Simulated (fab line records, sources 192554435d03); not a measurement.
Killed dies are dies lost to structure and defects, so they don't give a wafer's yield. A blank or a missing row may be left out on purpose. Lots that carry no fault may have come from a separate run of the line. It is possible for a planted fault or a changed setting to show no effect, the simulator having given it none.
fab line records -- flow n5Finfet
record lots=4, wafers=11, lastDay=18
route steps=1938 shown BEOL_M2@879 BEOL_M4@1111 PASSIVATION@1936
lots untouched by any fault: they come from a run of this same line in which no faults occurred
startH: hours from the record's first day to the start of the lot's first wafer shown -- waitH: time in hours since the lot's previous step -- " unchanged from the row above -- L1.1+2: one row covering several wafers at once -- - either no value or no given start -- * or withheld: withheld -- < > ~ a bound
route shown NAME@n: a module of which the file shows steps, and the number in the route of the first -- usual: mean/standard deviation of fault-free wafers -- same: alike in all rows -- chamber/n: place in a boat -- sites: readings site by site -- _std_site: standard deviation of those values -- _edge_site: inner sites' mean taken away from outer sites' mean -- radiusMm: for every site, how far away it sits from the centre of the wafer -- mask NAME#n: copy n -- behind: tool/chamber where the wafer was last shaped -- hold: cause of the lot's hold/its duration in hours/its outcome -- device: the transistor (n, p or np) that didn't switch -- end of line: the tests these same wafers got at the end of their route -- where a step has no rows: the recipe by itself -- killed: count of dies lost to structure and defects at first sort (not the wafer's yield) -- map: per-die view of a wafer (x killed, . not killed, _ where there is no die)
set.NAME: the setting the step ran with; set.NAME@STEP: the setting that earlier step ran with -- model.NAME: the simulator's own value behind a step, which no gauge read
lots at some steps of the route; a table a step, a row a wafer
services: from which hour (startH, from the record's first day; less than 0 if before it) a tool's chamber was out of use, for how many hours, and why
## steps
# step N5_BEOL_M2_DESCUM_33
# recipe chemistry=O2, timeS=7, sourcePowerW=50, biasPowerW=20, pressureMtorr=20, rfFrequencyHz=2.712e+07, tempC=40, resist=CAR-EUV, o2FlowSccm=225
# step N5_BEOL_M2_ETCH_77
# recipe chemistry=N2/H2, target=underlayer, targetDepthA=65, maskMaterial=CAR-EUV, timeS=5.2, ionEnergyEv=200, pressureMtorr=30, sourceW=840, biasW=150, n2FlowSccm=200, h2FlowSccm=200, ends=cleared
# step N5_BEOL_M2_ETCH_69
# recipe chemistry=CF4, target=SiARC, targetDepthA=156, maskMaterial=CAR-EUV, timeS=26, ionEnergyEv=80, pressureMtorr=40, sourceW=545, biasW=36, Ar_flow_sccm=100, cf4FlowSccm=100, ends=cleared
# step N5_BEOL_M2_ALD_98
# recipe material=SiO2, targetThkA=25, tempC=100, aldPrecursorFamily=BDEAS, aldCoReactant=O2-plasma, pulseTimeS=1, coReactantPulseTimeS=1, purgeTimeS=2, coReactantPurgeTimeS=2, aldCycles=17, pressureTorr=2
# step N5_BEOL_M2_ETCHBACK_99
# recipe chemistry=CHF3, target=SiO2, targetDepthA=50, timeS=10.4, sourceW=215, biasW=47, Ar_flow_sccm=200, CHF3_flow_sccm=12, ionEnergyEv=100, pressureMtorr=30
# step N5_BEOL_M2_ETCH_70
# recipe chemistry=N2/H2, target=SOC, targetDepthA=800, overetchA=240, maskMaterial=SiARC, tempC=40, timeS=130, ionEnergyEv=200, pressureMtorr=30, sourceW=840, biasW=150, n2FlowSccm=200, h2FlowSccm=200
# step N5_BEOL_M2_STRIP_71
# recipe chemistry=N2/H2, tempC=40, n2FlowSccm=200, h2FlowSccm=200, rfFrequencyHz=6e+07
# step N5_BEOL_M2_STRIP_78
# recipe chemistry=N2/H2, tempC=40, n2FlowSccm=200, h2FlowSccm=200, rfFrequencyHz=6e+07
# step N5_BEOL_M2_VIA_ETCH_34
# recipe chemistry=C4F6/O2, targetDepthA=694, maskMaterial=SOC, pressureMtorr=15, ionEnergyEv=250, taperDeg=4, timeS=65.9, sourceW=350, biasW=170, Ar_flow_sccm=300, C4F6_flow_sccm=10, O2_flow_sccm=10
# step N5_BEOL_M2_STRIP_83
# recipe chemistry=C4F6/O2, resist=SiARC, rfFrequencyHz=6e+07
# step N5_BEOL_M2_STRIP_36
# recipe chemistry=N2/H2, powerW=450, tempC=40, pressureMtorr=20, rfFrequencyHz=6e+07, overashFraction=0.3, biasPowerW=7, h2Frac=0.5, n2FlowSccm=200, h2FlowSccm=200
# step N5_BEOL_M2_TRENCH_ETCH_37
# recipe chemistry=C4F6/O2, targetDepthA=555.55, target=SiOC, timeS=29.2, ionEnergyEv=250, pressureMtorr=30, sourceW=355, biasW=185, Ar_flow_sccm=300, C4F6_flow_sccm=10, O2_flow_sccm=10
# usual drypumpMotorCurrentA=5.7/0.39, oesProductAu=0.78/0.097, rfVppV=672/22, showerheadPlenumPTorr=2.86/0.12, throttleValvePct=20.87/0.28
lot.wafer,tool,chamber,startH,waitH,drypumpMotorCurrentA,oesProductAu,rfHoursCounterH,rfVppV,showerheadPlenumPTorr,throttleValvePct,model.BEOL_M2.featureDepthNm,model.etch.depthNm
L847.2,rieDiel-01,1,199.77,-,6.1,0.73,193,673,2.83,20.88,54.6,54.5
L847.4,rieDiel-01,2,199.77,-,5.1,0.87,54,610,2.76,20.51,56,55.92
L847.6,rieDiel-01,1,199.77,-,6.1,0.73,-,674,2.83,20.87,54.6,54.66
L854.5,rieDiel-01,3,244.64,-,5.8,0.69,-,688,2.93,21.38,56.6,56.65
L854.6,rieDiel-01,2,244.64,-,5.1,0.84,-,610,2.75,20.57,52.6,52.63
L858.2,rieDiel-01,0,275.22,-,5.8,0.68,211,696,2.93,20.91,50.4,50.37
L858.3,rieDiel-01,3,275.22,-,5.8,0.68,237,689,2.92,21.37,56.2,56.21
L858.4,rieDiel-01,1,275.22,-,6.1,0.70,220,672,2.81,20.89,53.8,53.77
L859.1,rieDiel-02,1,275.26,-,5.9,0.90,28,692,3.00,20.56,55.6,55.52
L859.2,rieDiel-02,2,275.26,-,5.3,0.85,57,651,3.03,21.11,57,57
L859.3,rieDiel-02,3,275.26,-,6.4,0.80,117,680,2.91,21.00,56.2,56.29
# step N5_BEOL_M2_ETCH_41
# recipe chemistry=CH3F/O2, target=SiCN, targetDepthA=299, taperDeg=2, timeS=52.5, ionEnergyEv=120, maskMaterial=TiN, pressureMtorr=30, sourceW=395, biasW=75, Ar_flow_sccm=150, CH3F_flow_sccm=30, O2_flow_sccm=20
# step N5_BEOL_M2_STRIP_97
# recipe chemistry=N2/H2, timeS=10, powerW=450, tempC=40, pressureMtorr=20, rfFrequencyHz=6e+07, biasPowerW=7, n2FlowSccm=200, h2FlowSccm=200
# step N5_BEOL_M2_HM_STRIP_39
# recipe chemistry=peroxideTinStrip, material=TiN, targetDepthA=250, tempC=50, timeS=158
# step N5_BEOL_M2_SRD_40
# recipe timeS=30, tempC=23, rinseLiquid=diw, dry=ipaMarangoni
# step N5_BEOL_M2_PRECLEAN_42
# recipe chemistry=residueRemover, timeS=60, tempC=40
# step N5_BEOL_M2_SRD_43
# recipe timeS=30, tempC=23, rinseLiquid=diw, dry=ipaMarangoni
# step N5_BEOL_M2_DEGAS_44
# recipe ambient=vacuum, tempC=250, timeS=60
# step N5_BEOL_M2_PRE_CLEAN_45
# recipe gas=H2/He, timeS=30, tempC=250
# step N5_BEOL_M2_ALD_84
# recipe material=TaN, targetThkA=*, tempC=275, aldPrecursorFamily=PDMAT, aldCoReactant=NH3, pressureTorr=3, carrierFlowSccm=1500, pulseTimeS=2, purgeTimeS=3, coReactantPurgeTimeS=2, coReactantPulseTimeS=3, aldCycles=30, precursorVesselTempC=75, precursorVesselPressureTorr=26.25, precursorVesselCarrierSccm=1000
# step N5_BEOL_M2_SURFACE_TREAT_85
# recipe gas=Ar, timeS=*, ionEnergyEv=*, ionCurrentMaCm2=0.5, pressureMtorr=*, arFlowSccm=30
# step N5_BEOL_M2_CVD_47
# recipe material=Co, targetThkA=30, tempC=withheld, precursor=CCTBA/H2, pressureTorr=30, timeS=223.8
# step N5_BEOL_M2_SPUTTER_48
# recipe material=Cu, targetThkA=45, tempC=-20, chamberPressurePa=0.07, powerW=withheld, timeS=8.29
# step N5_BEOL_M2_ANNEAL_49
# recipe tempC=400, timeS=240, ambient=vacuum
# step N5_BEOL_M2_SPUTTER_79
# recipe material=Cu, targetThkA=45, tempC=-20, chamberPressurePa=0.07, powerW=withheld, timeS=8.29
# step N5_BEOL_M2_ANNEAL_80
# recipe tempC=400, timeS=240, ambient=vacuum
# step N5_BEOL_M2_SPUTTER_81
# recipe material=Cu, targetThkA=45, tempC=-20, chamberPressurePa=0.07, powerW=withheld, timeS=8.29
# step N5_BEOL_M2_ANNEAL_82
# recipe tempC=400, timeS=240, ambient=vacuum
# step N5_BEOL_M2_SPUTTER_86
# recipe material=Cu, targetThkA=45, tempC=-20, chamberPressurePa=0.07, powerW=withheld, timeS=8.29
# step N5_BEOL_M2_ANNEAL_87
# recipe tempC=400, timeS=240, ambient=vacuum
# step N5_BEOL_M2_SPUTTER_88
# recipe material=Cu, targetThkA=45, tempC=-20, chamberPressurePa=0.07, powerW=withheld, timeS=8.29
# step N5_BEOL_M2_ANNEAL_89
# recipe tempC=400, timeS=240, ambient=vacuum
# step N5_BEOL_M2_SPUTTER_90
# recipe material=Cu, targetThkA=45, tempC=-20, chamberPressurePa=0.07, powerW=withheld, timeS=8.29
# step N5_BEOL_M2_ANNEAL_91
# recipe tempC=400, timeS=240, ambient=vacuum
# step N5_BEOL_M2_SPUTTER_92
# recipe material=Cu, targetThkA=45, tempC=-20, chamberPressurePa=0.07, powerW=withheld, timeS=8.29
# step N5_BEOL_M2_ANNEAL_93
# recipe tempC=400, timeS=240, ambient=vacuum
# step N5_BEOL_M2_SPUTTER_94
# recipe material=Cu, targetThkA=45, tempC=-20, chamberPressurePa=0.07, powerW=withheld, timeS=8.29
# step N5_BEOL_M2_ANNEAL_95
# recipe tempC=400, timeS=240, ambient=vacuum
# step N5_BEOL_M2_CMP_52
# recipe stopOn=SiOC, tOverpolishS=6.8, downForcePsi=1, platenRpm=50, clearingPlatenDownForcePsi=1.5, clearingPlatenRpm=50, postCmpClean=cuAlkaline, targetThkNm=40, clearingPlatenPadVelocityMS=0.99484, padVelocityMS=0.99484
# usual barrierFieldEndpointS=24.4/0.85, motorCurrentA=6.1/0.62, overpolishRunS=6.800/0.0089, timeToEndpointS=61/3.8
lot.wafer,tool,chamber,startH,waitH,barrierFieldEndpointS,motorCurrentA,overpolishRunS,timeToEndpointS,model.Cu_of_BEOL_M2_ECD_50.thkNm
L847.4,cmp-02,3,203.51,0.1,27.2,6.2,6.801,73,42.2
L847.2,cmp-02,2,203.51,0.1,25.3,6.4,6.793,60,39.6
L847.6,cmp-02,3,203.51,0.1,27.1,5.9,6.788,71,40.6
L854.5,cmp-02,0,248.83,0.2,23.9,6.3,6.797,57,38
L854.6,cmp-02,1,248.83,0.2,23.7,6.9,6.801,63,35.2
L859.3,cmp-03,3,279.24,0.2,24.0,5.0,6.799,56,40.4
L859.1,cmp-03,0,279.24,0.2,24.7,6.0,6.802,59,38.8
L859.2,cmp-03,2,279.24,0.2,23.7,6.1,6.802,59,40.2
L858.2,cmp-02,3,279.26,0.2,25.0,6.1,6.793,66,35.4
L858.4,cmp-02,0,279.26,0.2,23.7,6.4,6.803,58,37.6
L858.3,cmp-02,1,279.26,0.2,23.5,7.1,6.794,61,40.8
# step N5_BEOL_M4_RC_MEAS_101
# usual DIBL_N=36.6/2.3, DIBL_P=36.3/2.8, IOFF_N=0.17/0.047, IOFF_P=0.22/0.048, ION_N=676/14, ION_P=463/9.4, SS_N=71.6/0.84, SS_P=73.4/0.85, VT_N=249/3.7, VT_P=-249/3.6
lot.wafer,tool,chamber,startH,waitH,DIBL_N[mV/V],DIBL_P[mV/V],IOFF_N[nA/um],IOFF_P[nA/um],ION_N[uA/um],ION_P[uA/um],SS_N[mV/dec],SS_P[mV/dec],VT_N[mV],VT_P[mV]
L847.2,prober-02,0,228.86,0.2,34.3,33.6,0.12,0.16,646,442,70.7,72.3,253,-254
L847.4,prober-02,0,228.86,0.2,40.3,41.2,0.26,0.28,683,465,72.1,73.7,245,-244
L847.6,prober-02,0,228.86,0.2,35.9,35.4,0.15,0.18,669,458,70.8,72.4,249,-254
L854.5,prober-01,0,274.21,0.6,31.4,29.1,0.09,0.12,656,457,70.5,71.5,257,-256
L854.6,prober-01,0,274.21,0.6,37.2,38.0,0.16,0.24,662,450,71.8,73.5,249,-250
L858.2,prober-01,0,309.97,0.2,39.6,39.5,0.21,0.24,679,456,72.4,75.8,249,-250
L858.3,prober-01,0,309.97,0.2,35.6,33.8,0.14,0.17,671,456,71.0,74.0,250,-251
L858.4,prober-01,0,309.97,0.2,39.6,40.1,0.22,0.25,686,463,71.7,74.7,244,-249
L859.1,prober-02,0,310.00,0.0,38.8,39.8,0.25,0.30,695,471,72.7,74.7,243,-244
L859.2,prober-02,0,310.00,0.0,33.5,34.2,0.13,0.19,691,475,71.0,73.2,251,-252
L859.3,prober-02,0,310.00,0.0,37.5,35.8,0.20,0.21,659,451,73.5,72.6,251,-249
# step N5_PASSIVATION_PROBE_49
# usual defectLimitedYield=91.5/1.5, killed_at_M0_to_M3=33/9.9, killed_at_M4_up=14/5.2, killedAtContacts=11/5.2, killedAtFrontEnd=38/10, killedAtOther=4/3.5, killedDies=100/18, killedOpen=66/14, killedShort=32/6.9, sort_bin_4_leakage=0.00/0.027, sort_bin_5_function=5.0/1, sort_bin_6_memory=3.1/0.69, sort_bin_8_speed=0.03/0.26, sortNPass=1080/18, sortYieldPct=91.5/1.5
# same grossDies=1180, killedAtBackSide=0
lot.wafer,tool,chamber,startH,waitH,defectLimitedYield[%],killed_at_M0_to_M3,killed_at_M4_up,killedAtContacts,killedAtFrontEnd,killedAtOther,killedDies,killedOpen,killedShort,sort_bin_4_leakage[%],sort_bin_5_function[%],sort_bin_6_memory[%],sort_bin_8_speed[%],sortNPass,sortYieldPct[%]
L847.2,prober-02,-,348.25,0.1,91.9,33,7,5,47,4,96,70,24,0,4.9,3.0,0.17,1082,91.7
L847.4,prober-02,-,348.35,0.2,91.4,33,8,10,38,12,101,62,32,0.08,5.4,2.9,0,1078,91.4
L847.6,prober-02,-,348.45,0.3,91.2,36,7,9,43,9,104,65,35,0,5.6,3.0,0,1076,91.2
L854.5,prober-01,-,387.34,0.2,92.0,22,16,9,46,1,94,52,38,0,4.0,3.5,0,1086,92.0
L854.6,prober-01,-,387.39,0.3,91.5,28,20,6,39,7,100,65,27,0,4.8,2.9,0,1080,91.5
L859.1,prober-02,-,417.01,0.6,90.3,26,26,19,38,5,114,78,32,0,5.3,4.2,0,1066,90.3
L859.2,prober-02,-,417.06,0.6,90.4,30,21,8,50,4,113,76,37,0,5.7,3.7,0,1067,90.4
L859.3,prober-02,-,417.11,0.7,90.3,36,20,9,45,4,114,69,45,0,5.3,4.1,0,1066,90.3
L858.2,prober-01,-,421.66,0.1,91.5,37,9,14,39,1,100,76,24,0,4.5,3.6,0,1080,91.5
L858.3,prober-01,-,421.71,0.1,89.6,47,11,17,41,7,123,83,40,0,5.3,4.7,0,1057,89.6
L858.4,prober-01,-,421.76,0.2,90.4,37,17,15,42,2,113,79,32,0,5.8,3.6,0,1067,90.4
# killed by level:class
L847.2 STI_FIN_REVEAL:geometricParticle:open=14 FIN_SAQP:geometricParticle:open=11 BEOL_M1:geometricParticle:open=9 BEOL_M0_SAQP:geometricParticle:open=7 BEOL_M3:geometricParticle:open=6 FIN_SAQP:geometricParticle:short=5 GATE_CUT:geometricParticle:short=4 BEOL_M0_SAQP:geometricParticle:short=4
L847.4 BEOL_M1:geometricParticle:open=12 FIN_SAQP:geometricParticle:open=8 MOL_CONTACT_COAG:geometricParticle:open=7 BEOL_M0_SAQP:geometricParticle:short=7 PASSIVATION:areaEtch=7 FIN_SAQP:geometricParticle:short=6 DUMMY_GATE:geometricParticle:open=6 BEOL_M3:geometricParticle:open=6
L847.6 BEOL_M0_SAQP:geometricParticle:open=14 STI_FIN_REVEAL:geometricParticle:open=11 BEOL_M0_SAQP:geometricParticle:short=10 FIN_SAQP:geometricParticle:short=7 MOL_CONTACT_COAG:geometricParticle:open=7 FIN_SAQP:geometricParticle:open=5 BEOL_M1:geometricParticle:open=5 STARTING-WAFER:geometricParticle:open=5
L854.5 FIN_SAQP:geometricParticle:short=10 BEOL_M1:geometricParticle:open=8 GATE_CUT:geometricParticle:short=7 MOL_CONTACT_COAG:geometricParticle:open=5 BEOL_M2:geometricParticle:open=5 BEOL_M4:geometricParticle:open=5 STARTING-WAFER:geometricParticle:open=5 GATE_CUT:geometricParticle:open=4
L854.6 BEOL_M2:geometricParticle:open=10 STI_FIN_REVEAL:geometricParticle:open=9 BEOL_M0_SAQP:geometricParticle:short=6 BEOL_M1:geometricParticle:open=5 MIM_TOP_ETCH:geometricParticle:open=4 DUMMY_GATE:geometricParticle:open=4 GATE_CUT:geometricParticle:short=4 MOL_CONTACT_COAG:geometricParticle:open=4
L859.1 FIN_SAQP:geometricParticle:open=17 MOL_CONTACT_COAG:geometricParticle:open=16 BEOL_M4:geometricParticle:open=9 BEOL_M4:geometricParticle:short=7 BEOL_M1:geometricParticle:open=6 BEOL_M0_SAQP:geometricParticle:open=4 BEOL_M0_SAQP:geometricParticle:short=4 PASS1_DEP:geometricParticle:open=4
L859.2 STI_FIN_REVEAL:geometricParticle:open=13 BEOL_M0_SAQP:geometricParticle:open=12 BEOL_M4:geometricParticle:open=10 FIN_SAQP:geometricParticle:open=9 FIN_SAQP:geometricParticle:short=8 BEOL_M0_SAQP:geometricParticle:short=8 MOL_CONTACT_COAG:geometricParticle:open=7 BEOL_M4:geometricParticle:short=6
L859.3 FIN_SAQP:geometricParticle:open=16 BEOL_M2:geometricParticle:open=8 FIN_SAQP:geometricParticle:short=7 BEOL_M4:geometricParticle:open=7 GATE_CUT:geometricParticle:open=6 BEOL_M0_SAQP:geometricParticle:short=6 BEOL_M3:geometricParticle:open=6 BEOL_M4:geometricParticle:short=6
L858.2 STI_FIN_REVEAL:geometricParticle:open=12 BEOL_M3:geometricParticle:open=12 MOL_CONTACT_COAG:geometricParticle:open=10 DUMMY_GATE:geometricParticle:open=9 BEOL_M0_SAQP:geometricParticle:open=8 BEOL_M2:geometricParticle:open=8 GATE_CUT:geometricParticle:short=4 MOL_CONTACT_COAG:geometricParticle:short=4
L858.3 BEOL_M3:geometricParticle:open=15 MOL_CONTACT_COAG:geometricParticle:open=15 FIN_SAQP:geometricParticle:open=14 BEOL_M0_SAQP:geometricParticle:open=10 BEOL_M3:geometricParticle:short=7 FIN_SAQP:geometricParticle:short=6 BEOL_M0_SAQP:geometricParticle:short=6 STARTING-WAFER:geometricParticle:short=5
L858.4 MOL_CONTACT_COAG:geometricParticle:open=13 STI_FIN_REVEAL:geometricParticle:open=11 BEOL_M3:geometricParticle:open=11 FIN_SAQP:geometricParticle:open=7 FIN_SAQP:geometricParticle:short=6 BEOL_M0_SAQP:geometricParticle:short=6 BEOL_M2:geometricParticle:open=6 BEOL_M3:geometricParticle:short=5
## services
tool,chamber,startH,hours,kind
rieDiel-02,1,177.05,-,clean
rieDiel-02,1,177.05,-,consumableReplace:focusRing
rieDiel-02,1,177.05,-,consumableReplace:showerhead
rieDiel-02,1,177.05,17.0,scheduledDown
rieDiel-02,1,177.05,17.0,ventCycle
cmp-03,-,182.72,0.4,repair
rieDiel-01,0,227.96,4.4,repair
cmp-03,-,246.92,6.7,pm
cmp-02,-,252.02,4.6,pm
cmp-02,-,259.66,5.2,repair
rieDiel-02,0,261.01,-,clean
rieDiel-02,0,261.01,-,consumableReplace:focusRing
rieDiel-02,0,261.01,-,consumableReplace:showerhead
rieDiel-02,0,261.01,24.3,scheduledDown
rieDiel-02,0,261.01,24.3,ventCycle
rieDiel-01,0,265.24,2.7,repair
cmp-02,-,269.14,1.4,repair
## key
firstSign none at tools or gauges
modelEffect step=N5_BEOL_M2_TRENCH_ETCH_37, value=BEOL_M2.featureDepthNm, without=54.6, struck=51.5
modelEffect step=N5_BEOL_M2_CMP_52, value=Cu_of_BEOL_M2_ECD_50.thkNm, without=38.4, struck=35.3
metAt N5_BEOL_M2_TRENCH_ETCH_37
struckWafers L854.6,L858.2
onsetBetween 199.77 244.64
fault kind=processParameterDrift, tool=rieDiel-01, chamber=-, onsetH=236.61, steps=N5_BEOL_M2_TRENCH_ETCH_37, channel=targetDepthA, offset=-30.803, shape=step, endH=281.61, scope=struckWafersOnly, actsIn=theseRecipesOnly, stated=555.55
